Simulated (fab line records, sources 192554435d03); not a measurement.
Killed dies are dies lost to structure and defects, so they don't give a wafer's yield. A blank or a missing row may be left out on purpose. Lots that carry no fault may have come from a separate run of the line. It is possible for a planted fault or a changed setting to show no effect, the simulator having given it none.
fab line records	flow n5_finfet
record: lots: 6	wafers: 18	last_day: 17
route steps=1938 shown BEOL_M4@1041 PASSIVATION@1936
lots with no fault: from the same line, run without faults
start_h: hours from the record's first day to the start of the lot's first wafer shown	wait_h: hours since the lot's step before	" repeats the value in the row above	L1.1+2: one row covering several wafers at once	- no value, or no start was given	* or withheld: withheld	< > ~ a bound
route shown NAME@n: a module of which the file shows steps, and the number in the route of the first	usual: average and standard deviation across the fault-free wafers	same: alike in all rows	chamber/n: place in a boat	sites: the reading at each site	_std_site: their standard deviation	_edge_site: inner sites' mean taken away from outer sites' mean	radius_mm: for every site, how far away it sits from the centre of the wafer	mask NAME#n: copy n	behind: tool/chamber where the wafer was last shaped	hold: the reason the lot was held/the length of the hold in hours/how it ended	device: which transistor (n, p or np) failed to switch	end of line: at the end of the route, the tests of the same wafers	for a step that has no rows: nothing shown but its recipe	killed: count of dies lost to structure and defects at first sort (not the wafer's yield)	map: dies across one wafer; x = killed, . = not, _ = none there
set.NAME: the setting that was run; set.NAME@STEP: the one run at that earlier step	model.NAME: the simulator's own value behind a step, which no gauge read
certain route steps with their lots: each step a table, each wafer a row
services: from which hour (start_h, from the record's first day; less than 0 if before it) a tool's chamber was out of use, for how many hours, and why
== steps ==
step: N5_BEOL_M4_STRIP_65
recipe: chemistry: N2/H2	temp_c: 40	n2_flow_sccm: 200	h2_flow_sccm: 200	rf_frequency_hz: 6e+07
step: N5_BEOL_M4_STRIP_75
recipe: chemistry: N2/H2	temp_c: 40	n2_flow_sccm: 200	h2_flow_sccm: 200	rf_frequency_hz: 6e+07
step: N5_BEOL_M4_STRIP_66
recipe: chemistry: CF4	resist: SiARC	power_w: 300	bias_power_w: 75	pressure_mtorr: 50	cf4_flow_sccm: 150	rf_frequency_hz: 6e+07
usual: drypump_motor_current_A: 5.9/0.53	oes_product_au: 0.81/0.05	rf_vpp_V: 271.5/1.6	showerhead_plenum_p_Torr: 1.81/0.066	throttle_valve_pct: 13.59/0.2
lot.wafer	tool	chamber	start_h	wait_h	drypump_motor_current_A	oes_product_au	rf_hours_counter_h	rf_vpp_V	showerhead_plenum_p_Torr	throttle_valve_pct
L647.1	rie_diel-03	3	159.73	0.0	5.2	0.84	63	274.0	1.90	13.59
L647.2	"	0	"	"	5.5	0.93	12	272.3	1.83	13.36
L647.5	"	3	"	"	5.3	0.83	-	272.9	1.90	13.58
L651.3	rie_diel-01	1	193.24	0.0	6.0	0.84	78	268.1	1.73	13.79
L651.5	"	1	"	"	6.0	0.84	-	268.8	1.73	13.80
L651.6	"	2	"	"	6.3	0.84	-	271.2	1.83	13.64
L653.4	rie_diel-06	2	198.46	0.0	5.1	0.72	172	269.6	1.71	13.77
L653.5	"	2	"	"	5.1	0.72	-	269.8	1.71	13.75
L653.6	"	1	"	"	5.7	0.85	-	271.9	1.83	13.54
L665.4	rie_diel-01	2	278.82	0.0	6.3	0.81	70	273.1	1.82	13.70
L665.5	"	0	"	"	5.2	0.78	-	270.5	1.82	13.42
L665.6	"	1	"	"	6.0	0.81	-	270.8	1.72	13.86
L666.1	rie_diel-01	2	282.56	0.0	6.3	0.81	71	274.3	1.82	13.69
L666.3	"	1	"	"	6.0	0.81	109	269.6	1.72	13.87
L666.6	"	3	"	"	5.5	0.77	-	270.5	1.80	13.84
L668.1	rie_diel-03	3	288.94	0.0	5.2	0.80	101	271.7	1.89	13.68
L668.5	"	2	"	"	5.7	0.74	-	269.1	1.71	13.69
L668.6	"	1	"	"	6.5	0.75	-	270.3	1.78	13.91
step: N5_BEOL_M4_HM_OPEN_17
recipe: chemistry: Cl2/BCl3	target_depth_a: 200	overetch_a: 60	target: TiN	mask_material: SOC	ion_energy_ev: 150	pressure_mtorr: 10	icp_w: 1000	bias_w: 126	Cl2_flow_sccm: 53.25	bcl3_flow_sccm: 21.75	Ar_flow_sccm: 25
usual: bias_w: 126.1/0.37	drypump_motor_current_A: 6.0/0.53	oes_product_au: 0.66/0.068	throttle_valve_pct: 22.01/0.28
lot.wafer	tool	chamber	start_h	wait_h	bias_w	drypump_motor_current_A	oes_product_au	rf_hours_counter_h	throttle_valve_pct
L647.1	rie_metal-02	0	159.77	0.0	126.0	5.9	0.69	38	21.82
L647.2	"	1	"	"	126.1	5.5	0.64	58	22.56
L647.5	"	0	"	"	125.8	5.9	0.68	-	21.81
L651.3	rie_metal-02	0	193.31	0.1	126.1	5.9	0.67	-	21.82
L651.5	"	1	"	"	126.0	5.5	0.63	-	22.58
L651.6	"	0	"	"	126.5	5.9	0.67	-	21.82
L653.4	rie_metal-01	0	198.53	0.1	126.5	6.4	0.51	-	22.52
L653.5	"	0	"	"	126.1	6.4	0.51	-	22.53
L653.6	"	1	"	"	125.5	6.5	0.67	-	21.89
L665.4	rie_metal-02	0	278.90	0.1	126.5	5.9	0.66	-	21.82
L665.5	"	1	"	"	126.2	5.5	0.62	-	22.57
L665.6	"	0	"	"	126.2	5.9	0.67	-	21.83
L666.1	rie_metal-03	0	282.60	0.0	126.4	5.2	0.69	29	21.80
L666.3	"	1	"	"	126.1	6.5	0.60	-	21.97
L666.6	"	1	"	"	126.1	6.5	0.59	-	21.96
L668.1	rie_metal-03	0	288.98	0.0	125.8	5.2	0.71	30	21.78
L668.5	"	1	"	"	126.6	6.5	0.60	-	21.94
L668.6	"	0	"	"	126.1	5.2	0.70	-	21.79
step: N5_BEOL_M4_STRIP_19
recipe: chemistry: O2	power_w: 400	temp_c: 40	pressure_mtorr: 30	rf_frequency_hz: 6e+07	bias_power_w: 0	overash_fraction: 0.2	o2_flow_sccm: 225
usual: drypump_motor_current_A: 5.9/0.56	o2_flow_sccm: 225.0/0.61	oes_product_au: 0.82/0.055	rf_vpp_V: 3.7/0.52	showerhead_plenum_p_Torr: 2.12/0.07	throttle_valve_pct: 16.68/0.25
lot.wafer	tool	chamber	start_h	wait_h	drypump_motor_current_A	o2_flow_sccm	oes_product_au	rf_hours_counter_h	rf_vpp_V	showerhead_plenum_p_Torr	throttle_valve_pct
L647.1	rie_diel-01	0	159.88	0.1	5.2	225.2	0.84	73	3.4	2.12	16.37
L647.2	"	1	"	"	6.0	223.6	0.88	63	3.7	2.05	17.05
L647.5	"	1	"	"	6.0	224.0	0.88	-	3.8	2.05	17.03
L651.3	rie_diel-01	2	193.39	0.1	6.3	225.9	0.86	43	3.8	2.11	16.65
L651.5	"	2	"	"	6.3	226.3	0.86	-	3.0	2.11	16.65
L651.6	"	3	"	"	5.5	225.9	0.82	-	3.5	2.10	16.81
L653.4	rie_diel-03	3	198.61	0.1	5.3	225.5	0.86	70	4.1	2.22	16.70
L653.5	"	2	"	"	5.8	224.7	0.77	-	3.6	2.00	16.71
L653.6	"	1	"	"	6.6	225.1	0.77	-	3.3	2.10	17.04
L665.4	rie_diel-01	0	278.98	0.1	5.3	223.8	0.79	117	4.4	2.11	16.44
L665.5	"	0	"	"	5.3	223.8	0.79	-	4.7	2.11	16.45
L665.6	"	3	"	"	5.6	224.7	0.77	-	4.6	2.09	16.86
L666.1	rie_diel-06	0	282.71	0.1	6.4	225.0	0.81	83	3.0	2.20	16.22
L666.3	"	1	"	"	5.7	224.3	0.83	89	4.2	2.14	16.75
L666.6	"	1	"	"	5.7	223.2	0.83	-	3.2	2.14	16.76
L668.1	rie_diel-06	1	289.09	0.1	5.7	225.5	0.82	92	3.5	2.14	16.76
L668.5	"	2	"	"	5.1	225.3	0.70	-	3.5	2.00	16.94
L668.6	"	3	"	"	6.8	225.1	0.84	-	3.0	2.20	16.62
step: N5_BEOL_M4_CD_MEAS_18
recipe: pitch_nm: 36	target_cd_nm: 18
usual: cd_nm: 18.1/0.36
lot.wafer	tool	chamber	start_h	wait_h	cd_nm
L647.1	cd_sem-02	-	159.95	0.0	17.7
L647.2	"	-	"	"	18.3
L647.5	"	-	"	"	18.1
L651.3	cd_sem-01	-	193.46	0.1	18.1
L651.5	"	-	"	"	18.0
L651.6	"	-	"	"	17.0
L653.4	cd_sem-02	-	198.69	0.1	18.4
L653.5	"	-	"	"	18.2
L653.6	"	-	"	"	18.4
L665.4	cd_sem-03	-	279.05	0.1	17.7
L665.5	"	-	"	"	17.9
L665.6	"	-	"	"	18.5
L666.1	cd_sem-03	-	282.78	0.1	17.7
L666.3	"	-	"	"	18.5
L666.6	"	-	"	"	18.2
L668.1	cd_sem-03	-	289.16	0.0	18.3
L668.5	"	-	"	"	18.5
L668.6	"	-	"	"	18.2
step: N5_BEOL_M4_COAT_67
recipe: resist: SOC	temp_c: 250	time_s: 60	spin_rpm: 1500	resist_thk_nm: 60
step: N5_BEOL_M4_COAT_68
recipe: resist: SiARC	temp_c: 220	time_s: 60	spin_rpm: 1500	resist_thk_nm: 12
step: N5_BEOL_M4_COAT_76
recipe: resist: underlayer	temp_c: 205	time_s: 60	spin_rpm: 1500	resist_thk_nm: 5
step: N5_BEOL_M4_COAT_22
recipe: resist: CAR-EUV	spin_rpm: 1500	resist_thk_nm: 30
step: N5_BEOL_M4_EBR_24
recipe: solvent: PGMEA	ebr_width_mm: 1.5
step: N5_BEOL_M4_SOFTBAKE_23
recipe: temp_c: 110	time_s: 60	resist: CAR-EUV
step: N5_BEOL_M4_EXPOSE_25
recipe: mask_id: V3	na: 0.33	source_shape: quasar	sigma_inner: 0.2	sigma_outer: 0.8	polarization: unpolarized	defocus_nm: 5	dose_mj: 63
usual: exposure_dose_mJ_cm2: 62.97/0.098	reticle_temp_C: 22.99/0.11
lot.wafer	tool	chamber	start_h	wait_h	mask	exposure_dose_mJ_cm2	reticle_temp_C	model.BEOL_M4.overlay_x_nm
L647.1	euv_scanner-02	0	160.12	-	V3#0	63.10	22.99	-0.2
L647.2	"	0	"	"	V3#0	63.05	22.89	-0.2
L647.5	"	0	"	"	V3#0	63.14	23.09	-0.2
L651.3	euv_scanner-01	0	193.65	-	V3#0	62.80	23.09	0.2
L651.5	"	0	"	"	V3#0	62.94	23.01	0.2
L651.6	"	0	"	"	V3#0	62.84	23.03	0.2
L653.4	euv_scanner-01	0	198.89	-	V3#0	62.91	23.09	0.2
L653.5	"	0	"	"	V3#0	62.90	23.21	0.2
L653.6	"	0	"	"	V3#0	62.93	23.15	0.2
L665.4	euv_scanner-02	0	279.25	-	V3#0	63.10	22.97	5.2
L665.5	"	0	"	"	V3#0	63.04	23.06	5.2
L665.6	"	0	"	"	V3#0	63.01	23.03	5.2
L666.1	euv_scanner-02	0	283.08	-	V3#0	63.04	23.00	4.6
L666.3	"	0	"	"	V3#0	62.97	23.19	4.6
L666.6	"	0	"	"	V3#0	63.07	23.08	4.6
L668.1	euv_scanner-01	0	289.34	-	V3#0	62.97	23.04	0.4
L668.5	"	0	"	"	V3#0	62.85	22.93	0.4
L668.6	"	0	"	"	V3#0	62.92	22.90	0.4
step: N5_BEOL_M4_PEB_26
recipe: peb_temp_c: 100	peb_time_s: 60	resist: CAR-EUV
step: N5_BEOL_M4_DEVELOP_27
recipe: develop_time_s: 30	developer: TMAH	resist: CAR-EUV	rinse_liquid: surfactant_rinse	dry: air_spin	dev_temp_c: 23
step: N5_BEOL_M4_CD_MEAS_28
recipe: target_cd_nm: 26.2	landing_energy_ev: 500	detector: se_inlens	target_cd_y_nm: 24.1	polarity: opening
usual: cd_nm: 26.18/0.24
lot.wafer	tool	chamber	start_h	wait_h	cd_nm
L647.1	cd_sem-01	0	160.27	-	26.38
L647.2	"	0	"	"	26.26
L647.5	"	0	"	"	25.93
L651.3	cd_sem-03	0	193.78	-	26.20
L651.5	"	0	"	"	26.04
L651.6	"	0	"	"	25.99
L653.4	cd_sem-01	0	199.01	-	26.36
L653.5	"	0	"	"	26.07
L653.6	"	0	"	"	26.24
L665.4	cd_sem-03	0	279.37	-	26.55
L665.5	"	0	"	"	25.95
L665.6	"	0	"	"	26.20
L666.1	cd_sem-03	0	283.23	-	26.33
L666.3	"	0	"	"	26.41
L666.6	"	0	"	"	26.00
L668.1	cd_sem-03	0	289.48	-	26.00
L668.5	"	0	"	"	26.19
L668.6	"	0	"	"	26.20
step: N5_BEOL_M4_OVL_MEAS_29
recipe: points_per_wafer: 522
usual: V3_OVL: -0.2/0.75
lot.wafer	tool	chamber	start_h	wait_h	V3_OVL[nm]
L647.1	overlay-02	0	160.30	0.0	-0.5
L647.2	"	0	"	"	-0.1
L647.5	"	0	"	"	-0.8
L651.3	overlay-01	0	193.82	0.0	0.6
L651.5	"	0	"	"	-1.0
L651.6	"	0	"	"	-0.1
L653.4	overlay-02	0	199.05	0.0	0.5
L653.5	"	0	"	"	-0.2
L653.6	"	0	"	"	0.2
L665.4	overlay-02	0	279.41	0.0	4.0
L665.5	"	0	"	"	4.8
L665.6	"	0	"	"	2.8
L666.1	overlay-01	0	283.26	0.0	5.4
L666.3	"	0	"	"	4.9
L666.6	"	0	"	"	5.2
L668.1	overlay-02	0	289.51	0.0	0.4
L668.5	"	0	"	"	1.0
L668.6	"	0	"	"	-1.0
step: N5_BEOL_M4_INSPECT_30
recipe: mode: adi	inspect_instrument: brightfield
usual: raw_defect_count: 381/86
lot.wafer	tool	chamber	start_h	wait_h	raw_defect_count
L647.1	defect_inspect-01	-	160.36	0.1	402
L647.2	"	-	"	"	441
L647.5	"	-	"	"	333
L651.3	defect_inspect-02	-	193.87	0.0	344
L651.5	"	-	"	"	370
L651.6	"	-	"	"	383
L653.4	defect_inspect-01	-	199.09	0.0	418
L653.5	"	-	"	"	407
L653.6	"	-	"	"	403
L665.4	defect_inspect-01	-	279.46	0.0	288
L665.5	"	-	"	"	390
L665.6	"	-	"	"	257
L666.1	defect_inspect-01	-	283.32	0.1	461
L666.3	"	-	"	"	354
L666.6	"	-	"	"	383
L668.1	defect_inspect-02	-	289.57	0.1	549
L668.5	"	-	"	"	363
L668.6	"	-	"	"	444
step: N5_BEOL_M4_RC_MEAS_101
usual: DIBL_N: 37.2/1.8	DIBL_P: 37.5/2.5	IOFF_N: 0.17/0.038	IOFF_P: 0.24/0.046	ION_N: 681/13	ION_P: 469/8.5	SS_N: 71.7/0.6	SS_P: 73.6/0.69	VT_N: 249/3.4	VT_P: -248/3.6
lot.wafer	tool	chamber	start_h	wait_h	DIBL_N[mV/V]	DIBL_P[mV/V]	IOFF_N[nA/um]	IOFF_P[nA/um]	ION_N[uA/um]	ION_P[uA/um]	SS_N[mV/dec]	SS_P[mV/dec]	VT_N[mV]	VT_P[mV]
L647.1	prober-02	0	166.84	0.0	34.9	35.0	0.14	0.21	667	464	71.5	73.3	255	-248
L647.2	"	0	"	"	35.6	35.5	0.15	0.21	682	466	71.7	73.0	251	-249
L647.5	"	0	"	"	32.6	31.4	0.10	0.16	655	454	70.3	72.6	256	-253
L651.3	prober-01	0	205.92	0.3	35.5	35.3	0.15	0.26	677	477	71.1	73.3	249	-244
L651.5	"	0	"	"	37.1	38.4	0.18	0.31	697	493	71.3	74.4	249	-241
L651.6	"	0	"	"	38.3	39.5	0.22	0.36	692	489	72.0	73.8	244	-239
L653.4	prober-01	0	207.64	0.5	37.6	34.8	0.15	0.19	679	463	71.4	73.5	251	-252
L653.5	"	0	"	"	38.0	36.3	0.17	0.21	686	466	71.4	73.5	245	-249
L653.6	"	0	"	"	37.1	34.4	0.14	0.18	678	462	71.6	73.3	252	-252
L665.4	prober-01	0	287.88	0.5	37.8	39.0	0.20	0.25	697	472	71.6	73.8	247	-251
L665.5	"	0	"	"	41.4	42.5	0.28	0.32	705	476	72.7	74.9	240	-244
L665.6	"	0	"	"	36.2	36.3	0.15	0.20	659	458	71.3	73.1	253	-252
L666.1	prober-01	0	291.18	0.0	35.1	36.6	0.15	0.21	682	476	70.4	73.7	249	-248
L666.3	"	0	"	"	38.3	40.5	0.20	0.26	691	470	72.0	74.6	247	-245
L666.6	"	0	"	"	39.4	41.5	0.23	0.29	693	465	72.5	74.3	245	-247
L668.1	prober-01	0	295.26	0.0	32.8	32.0	0.11	0.16	665	466	70.5	72.1	256	-252
L668.5	"	0	"	"	37.1	37.5	0.18	0.24	685	470	71.8	73.7	249	-249
L668.6	"	0	"	"	36.1	36.4	0.16	0.22	682	470	71.8	72.9	252	-245
step: N5_PASSIVATION_PROBE_49
usual: defect_limited_yield: 91.2/1.4	killed_at_M0_to_M3: 32/10	killed_at_M4_up: 14/6.2	killed_at_contacts: 12/6.3	killed_at_front_end: 42/13	killed_at_other: 4/3.4	killed_dies: 104/17	killed_open: 67/12	killed_short: 34/8.1	sort_bin_4_leakage: 0.02/0.13	sort_bin_5_function: 5.2/0.93	sort_bin_6_memory: 3.2/0.65	sort_n_pass: 1075/16	sort_yield_pct: 91.1/1.4
same: gross_dies: 1180	killed_at_back_side: 0	sort_bin_8_speed[%]: 0
lot.wafer	tool	chamber	start_h	wait_h	defect_limited_yield[%]	killed_at_M0_to_M3	killed_at_M4_up	killed_at_contacts	killed_at_front_end	killed_at_other	killed_dies	killed_open	killed_short	sort_bin_4_leakage[%]	sort_bin_5_function[%]	sort_bin_6_memory[%]	sort_n_pass	sort_yield_pct[%]
L653.4	prober-01	-	306.08	0.2	93.7	21	17	5	31	0	74	49	24	0	3.3	2.9	1106	93.7
L653.5	prober-01	-	306.13	0.2	92.2	29	11	10	40	2	92	60	29	0	4.7	2.8	1088	92.2
L653.6	prober-01	-	306.18	0.3	93.1	26	7	11	35	2	81	52	23	0	4.0	2.4	1099	93.1
killed by level:class
L653.4 BEOL_M2:geometric_particle:open=12 FIN_SAQP:geometric_particle:open=8 FIN_SAQP:geometric_particle:short=5 GATE_CUT:geometric_particle:short=5 BEOL_M4:geometric_particle:open=5 BEOL_M5:geometric_particle:open=4 STI_FIN_REVEAL:geometric_particle:open=3 GATE_CUT:geometric_particle:open=3
L653.5 FIN_SAQP:geometric_particle:open=17 MOL_CONTACT_COAG:geometric_particle:open=8 BEOL_M1:geometric_particle:open=7 GATE_CUT:geometric_particle:short=6 BEOL_M3:geometric_particle:open=6 BEOL_M2:geometric_particle:short=5 FIN_SAQP:geometric_particle:short=4 STI_FIN_REVEAL:geometric_particle:open=4
L653.6 FIN_SAQP:geometric_particle:open=10 MOL_CONTACT_COAG:geometric_particle:open=10 BEOL_M2:geometric_particle:open=6 BEOL_M2:geometric_particle:short=5 BEOL_M0_SAQP:geometric_particle:open=4 BEOL_M0_SAQP:geometric_particle:short=4 BEOL_M1:geometric_particle:open=4 STARTING-WAFER:geometric_particle:short=4
== services ==
tool	chamber	start_h	hours	kind
euv_scanner-02	-	137.45	4.6	pm
euv_scanner-01	-	142.05	1.0	pm
rie_diel-06	-	142.82	4.3	pm
rie_diel-03	1	153.56	4.8	repair
rie_diel-03	-	167.43	14.6	pm
rie_metal-02	-	174.61	14.6	pm
rie_diel-06	-	182.72	0.3	repair
euv_scanner-02	-	184.59	1.0	pm
euv_scanner-01	-	185.66	1.2	repair
rie_diel-03	-	189.91	1.7	repair
euv_scanner-02	0	191.09	-	calibration
euv_scanner-01	-	197.07	1.0	pm
rie_metal-03	-	197.99	2.8	pm
rie_metal-01	0	215.81	-	clean
rie_metal-01	0	215.81	18.9	scheduled_down
rie_metal-01	0	215.81	18.9	vent_cycle
euv_scanner-01	0	233.09	-	calibration
euv_scanner-01	-	234.10	0.9	repair
euv_scanner-01	-	240.38	4.6	pm
euv_scanner-02	-	245.00	1.0	pm
rie_metal-03	-	246.82	0.5	repair
euv_scanner-01	-	253.22	1.0	pm
euv_scanner-02	-	262.99	2.0	repair
rie_diel-03	1	275.76	6.8	repair
== key ==
first_sign: step: N5_BEOL_M4_OVL_MEAS_29	reading: V3_OVL	direction: up	sigmas: 6.2	usual: -0.2	struck: 4.5
effect none on later readings
model_effect: step: N5_BEOL_M4_EXPOSE_25	value: BEOL_M4.overlay_x_nm	without: 0.6	struck: 4.9
met_at N5_BEOL_M4_EXPOSE_25
struck_wafers L665.4,L665.5,L665.6,L666.1,L666.3,L666.6
onset_between 160.12 279.25
also_fits N5_BEOL_M4_STRIP_66:rie_diel-01
fault: kind: scanner_matching_overlay	tool: euv_scanner-02	chamber: -	onset_h: 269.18	steps: N5_BEOL_M4_EXPOSE_25	offset: 4.3266
